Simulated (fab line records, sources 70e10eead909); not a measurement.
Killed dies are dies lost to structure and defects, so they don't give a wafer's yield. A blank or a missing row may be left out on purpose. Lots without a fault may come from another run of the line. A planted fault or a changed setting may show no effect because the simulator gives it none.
fab line records | flow nand_harc
record lots=11 wafers=33 last_day=33
route steps=1302 shown P_M0@265 P_M1@290
lots that met no fault: from a run of the same line without faults
start_h: hours from the record's first day to the start of the lot's first wafer shown | wait_h: hours since the lot's step before | " the same as in the row above | L1.1+2: a row that stands for several wafers | - no value, or no start given | * or withheld: withheld | < > ~ a bound
route shown NAME@n: a module of which the file shows steps, and the number in the route of the first | usual: mean/standard deviation of fault-free wafers | same: alike in all rows | chamber/n: place in a boat | sites: the reading at each site | _std_site: their standard deviation | _edge_site: outer sites' mean less inner sites' | radius_mm: how far each site lies from the wafer's centre | mask NAME#n: copy n | behind: the tool/chamber that last shaped the wafer | hold: why the lot was held/for how many hours/how that ended | device: the transistor (n, p or np) that didn't switch | end of line: the same wafers' tests at the end of the route | a step without rows: its recipe alone | killed: dies lost to structure and defects at the first sort, not the wafer's yield | map: a wafer's dies, x killed, . not, _ none there
set.NAME: the setting as run; set.NAME@STEP: as run at that earlier step | model.NAME: the simulator's own value behind a step, which no gauge read
steps of the route over a sample of lots; a table a step, a row a wafer
services: from which hour (start_h, from the record's first day; less than 0 if before it) a tool's chamber was out of use, for how many hours, and why
## steps
# step NHARC_P_M0_INSPECT_11
# usual raw_defect_count=4.1/2
# columns lot.wafer tool chamber start_h wait_h raw_defect_count
L897.1 defect_inspect-02 - 117.67 0.0 3
L897.3 " - " " 1
L897.6 " - " " 4
L898.2 defect_inspect-02 - 131.10 0.0 8
L898.3 " - " " 6
L898.4 " - " " 4
L899.1 defect_inspect-01 - 141.32 0.0 3
L899.2 " - " " 5
L899.3 " - " " 0
L901.2 defect_inspect-02 - 158.98 0.0 2
L901.3 " - " " 8
L901.5 " - " " 4
L902.2 defect_inspect-02 - 171.15 0.0 5
L902.3 " - " " 4
L902.5 " - " " 4
L908.2 defect_inspect-02 - 231.34 0.0 2
L908.5 " - " " 7
L908.6 " - " " 6
L909.2 defect_inspect-02 - 246.34 0.0 1
L909.4 " - " " 4
L909.5 " - " " 3
L910.2 defect_inspect-02 - 247.58 0.0 6
L910.3 " - " " 6
L910.4 " - " " 7
L918.1 defect_inspect-02 - 324.26 0.0 6
L918.4 " - " " 2
L918.5 " - " " 4
L916.1 defect_inspect-02 - 329.45 0.0 3
L916.5 " - " " 5
L916.6 " - " " 4
L920.1 defect_inspect-02 - 349.96 0.0 3
L920.2 " - " " 4
L920.6 " - " " 1
# step NHARC_P_M0_DESCUM_14
# recipe time_s=3 o2_flow_sccm=200 ar_flow_sccm=0 bias_power_w=0 chemistry=O2
# usual drypump_motor_current_A=5.8/0.68 mfc_ar_sccm=0.008/0.0078 oes_product_au=1.002/0.0075 rf_vpp_V=57.7/0.9 showerhead_plenum_p_Torr=1.90/0.088 throttle_valve_pct=11.311/0.0085
# columns lot.wafer tool chamber start_h wait_h drypump_motor_current_A mfc_ar_sccm oes_product_au rf_hours_counter_h rf_vpp_V showerhead_plenum_p_Torr throttle_valve_pct
L897.3 rie_diel-04 0 117.73 0.1 6.8 0.011 1.003 19 56.6 1.78 11.318
L897.1 " 3 " " 6.2 0 0.987 19 58.3 1.95 11.291
L897.6 " 1 " " 5.2 0 0.992 - 56.5 1.91 11.326
L898.3 rie_diel-13 2 131.17 0.1 5.7 0.013 1.021 42 59.3 1.85 11.311
L898.2 " 3 " " 5.0 0 1.010 43 58.8 2.02 11.298
L898.4 " 0 " " 6.4 0.009 1.006 47 58.2 1.84 11.316
L899.3 rie_diel-12 0 141.51 0.2 5.0 0.003 1.009 12 57.1 1.79 11.317
L899.2 " 1 " " 4.8 0.019 1.019 12 57.1 1.92 11.332
L899.1 " 2 " " 6.4 0 1.005 13 57.9 1.85 11.308
L901.3 rie_diel-12 1 159.05 0.1 4.8 0.019 1.007 21 57.1 1.91 11.315
L901.2 " 2 " " 6.4 0 1.001 21 58.0 1.85 11.307
L901.5 " 3 " " 6.3 0.022 1.005 - 59.4 2.05 11.311
L902.3 rie_diel-04 2 171.26 0.1 5.7 0.011 1.006 27 58.1 2.01 11.312
L902.2 " 3 " " 6.2 0 0.995 31 57.3 1.95 11.316
L902.5 " 2 " " 5.7 0.011 0.996 - 57.0 2.01 11.306
L908.2 rie_diel-04 3 231.42 0.1 6.2 0 1.002 4 57.9 1.95 11.297
L908.6 " 1 " " 5.1 0 1.003 - 58.5 1.90 11.304
L908.5 " 2 " " 5.7 0.011 0.992 - 57.4 2.01 11.324
L909.4 rie_diel-12 0 246.41 0.1 5.0 0.003 1.008 37 56.5 1.78 11.320
L909.2 " 1 " " 4.8 0.019 1.005 51 57.6 1.90 11.311
L909.5 " 3 " " 6.3 0.022 0.996 - 58.2 2.04 11.310
L910.3 rie_diel-12 3 247.64 0.1 6.3 0.022 1.006 45 57.7 2.04 11.310
L910.2 " 0 " " 5.0 0.003 1.010 37 58.4 1.78 11.301
L910.4 " 2 " " 6.4 0 1.005 48 56.9 1.84 11.295
L918.4 rie_diel-04 2 324.33 0.1 5.7 0.011 0.999 23 58.5 2.00 11.318
L918.1 " 3 " " 6.3 0 1.000 24 57.9 1.94 11.309
L918.5 " 0 " " 6.8 0.011 1.005 - 56.3 1.77 11.314
L916.1 rie_diel-13 2 329.54 0.1 5.7 0.013 1.013 57 57.0 1.83 11.310
L916.5 " 1 " " 5.2 0.015 1.011 - 58.5 1.90 11.294
L916.6 " 2 " " 5.7 0.013 1.016 - 57.6 1.83 11.310
L920.1 rie_diel-12 0 350.02 0.1 5.0 0.003 1.009 26 58.1 1.77 11.312
L920.2 " 2 " " 6.4 0 1.004 20 57.4 1.83 11.313
L920.6 " 1 " " 4.8 0.019 0.996 - 57.0 1.90 11.313
# step NHARC_P_M0_DEP_32
# recipe target_thk_a=300 temp_c=370 target_thk_nm=30 pressure_torr=3 flow_sccm=200 rf_w=450 material=SiCN
# usual chamber_pressure_Torr=3.000/0.0061 heater_power_w=556/82
# columns lot.wafer tool chamber start_h wait_h chamber_pressure_Torr heater_power_w since_wet_clean_h
L897.1 pecvd-02 1 120.58 0.1 2.999 451 62
L897.3 " 2 " " 2.996 566 62
L897.6 " 0 " " 2.991 718 -
L898.2 pecvd-03 1 133.77 0.1 2.989 697 117
L898.3 " 2 " " 3.006 473 117
L898.4 " 2 " " 2.993 471 -
L899.2 pecvd-03 0 144.27 0.1 2.985 398 127
L899.1 " 1 " " 2.995 712 127
L899.3 " 2 " " 3.005 499 127
L901.2 pecvd-03 1 161.91 0.1 2.995 695 145
L901.3 " 0 " " 2.997 463 145
L901.5 " 1 " " 2.986 708 -
L902.2 pecvd-04 0 174.04 0.1 3.005 667 73
L902.3 " 0 " " 3.012 643 -
L902.5 " 1 " " 2.996 508 -
L908.2 pecvd-04 0 234.15 0.1 2.993 657 133
L908.6 " 1 " " 2.993 433 -
L908.5 " 2 " " 3.001 461 -
L909.2 pecvd-04 1 249.18 0.1 3.004 529 148
L909.4 " 0 " " 3.002 619 -
L909.5 " 1 " " 3.001 520 -
L910.2 pecvd-04 0 250.36 0.1 2.999 623 149
L910.3 " 0 " " 2.997 627 -
L910.4 " 1 " " 3.003 503 -
L918.1 pecvd-04 0 327.06 0.1 2.999 608 45
L918.4 " 2 " " 2.999 535 -
L918.5 " 0 " " 2.995 617 -
L916.1 pecvd-03 2 332.23 0.1 2.994 551 134
L916.6 " 1 " " 2.989 649 -
L916.5 " 2 " " 2.995 545 -
L920.2 pecvd-04 0 352.69 0.1 2.994 586 71
L920.1 " 2 " " 3.008 519 71
L920.6 " 2 " " 3.001 523 -
# step NHARC_P_M1_SOFTBAKE_04
# recipe temp_c=105 time_s=55
# usual chill_plate_temp_C=22.99/0.12 heater_power_total_W=188.44/0.13
# columns lot.wafer tool chamber start_h wait_h chill_plate_temp_C heater_power_total_W
L897.1 litho_track-06 0 121 - 23.06 188.73
L897.3 " 0 " " 23.08 188.46
L897.6 " 0 " " 23.13 188.44
L898.2 litho_track-04 0 134 - 23.24 188.46
L898.3 " 0 " " 23.07 188.45
L898.4 " 0 " " 23.06 188.58
L899.1 litho_track-06 0 145 - 22.94 188.41
L899.2 " 0 " " 22.92 188.25
L899.3 " 0 " " 22.86 188.45
L901.2 litho_track-06 0 162 - 23.27 188.71
L901.3 " 0 " " 23.18 188.47
L901.5 " 0 " " 23.02 188.50
L902.2 litho_track-04 0 175 - 22.91 188.35
L902.3 " 0 " " 23.07 188.44
L902.5 " 0 " " 23.01 188.58
L908.2 litho_track-06 0 234 - 23.02 188.32
L908.5 " 0 " " 22.94 188.66
L908.6 " 0 " " 23.04 188.39
L909.2 litho_track-04 0 250 - 23.09 188.48
L909.4 " 0 " " 22.88 188.52
L909.5 " 0 " " 22.90 188.51
L910.2 litho_track-01 0 251 - 22.90 188.34
L910.3 " 0 " " 22.97 188.70
L910.4 " 0 " " 23.05 188.34
L918.1 litho_track-06 0 327 - 22.87 152.71
L918.4 " 0 " " 22.79 152.19
L918.5 " 0 " " 22.79 152.24
L916.1 litho_track-06 0 332 - 23.07 152.43
L916.5 " 0 " " 22.97 152.23
L916.6 " 0 " " 22.92 152.48
L920.1 litho_track-01 0 353 - 22.96 188.51
L920.2 " 0 " " 23.07 188.36
L920.6 " 0 " " 23.11 188.36
# step NHARC_P_M1_CD_MEAS_09
# recipe target_cd_nm=130 landing_energy_ev=500
# usual cd_nm=130.2/0.54
# columns lot.wafer tool chamber start_h wait_h cd_nm
L897.1 cd_sem-02 0 121.76 - 129.9
L897.3 " 0 " " 129.5
L897.6 " 0 " " 129.6
L898.2 cd_sem-03 0 135.02 - 130.4
L898.3 " 0 " " 130.8
L898.4 " 0 " " 131.1
L899.1 cd_sem-01 0 145.52 - 130.5
L899.2 " 0 " " 130.8
L899.3 " 0 " " 130.7
L901.2 cd_sem-01 0 163.16 - 129.9
L901.3 " 0 " " 131.0
L901.5 " 0 " " 130.6
L902.2 cd_sem-02 0 175.48 - 131.4
L902.3 " 0 " " 130.8
L902.5 " 0 " " 131.1
L908.2 cd_sem-02 0 235.40 - 129.9
L908.5 " 0 " " 130.2
L908.6 " 0 " " 130.0
L909.2 cd_sem-01 0 250.56 - 130.4
L909.4 " 0 " " 130.0
L909.5 " 0 " " 130.0
L910.2 cd_sem-03 0 251.74 - 129.3
L910.3 " 0 " " 129.5
L910.4 " 0 " " 128.7
L918.1 cd_sem-03 0 328.28 - 131.1
L918.4 " 0 " " 131.6
L918.5 " 0 " " 131.0
L916.1 cd_sem-03 0 333.40 - 131.8
L916.5 " 0 " " 132.9
L916.6 " 0 " " 131.3
L920.1 cd_sem-03 0 353.94 - 129.6
L920.2 " 0 " " 129.5
L920.6 " 0 " " 130.2
## services
# columns tool chamber start_h hours kind
rie_diel-04 2 117.14 7.5 repair
rie_diel-13 0 120.53 3.0 repair
rie_diel-13 - 129.75 0.9 repair
rie_diel-12 0 147.94 23.3 repair
litho_track-01 - 155.00 7.0 pm
rie_diel-04 0 155.30 21.4 repair
rie_diel-13 0 157.78 1.5 repair
rie_diel-13 - 165.04 9.0 pm
pecvd-04 2 169.62 30.8 repair
rie_diel-04 - 178.01 9.0 pm
litho_track-06 - 179.00 7.0 pm
pecvd-03 - 185.00 13.0 pm
pecvd-04 - 197.32 5.5 repair
litho_track-04 - 203.00 7.0 pm
rie_diel-04 3 203.93 3.6 repair
pecvd-04 2 239.83 11.2 repair
pecvd-04 - 269.18 13.0 pm
rie_diel-12 - 269.40 9.0 pm
pecvd-04 - 303.80 1.0 repair
rie_diel-12 2 314.33 11.1 repair
rie_diel-12 - 319.66 1.6 repair
rie_diel-04 - 321.14 0.9 repair
rie_diel-04 - 336.26 4.3 repair
rie_diel-12 1 339.56 4.2 repair
## key
first_sign step=NHARC_P_M1_SOFTBAKE_04 reading=heater_power_total_W direction=down sigmas=99+ usual=* struck=*
effect step=NHARC_P_M1_CD_MEAS_09 reading=cd_nm direction=up sigmas=2.6 usual=130.2 struck=131.6
met_at NHARC_P_M1_SOFTBAKE_04
struck_lots L916,L918
not_acting_at NHARC_P_M0_INSPECT_11,NHARC_P_M0_DESCUM_14,NHARC_P_M0_DEP_32
onset_between 234 327
fault kind=process_parameter_drift tool=litho_track-06 chamber=- onset_h=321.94 steps=NHARC_P_M1_SOFTBAKE_04 channel=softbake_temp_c offset=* shape=step end_h=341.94 acts_in=* stated=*
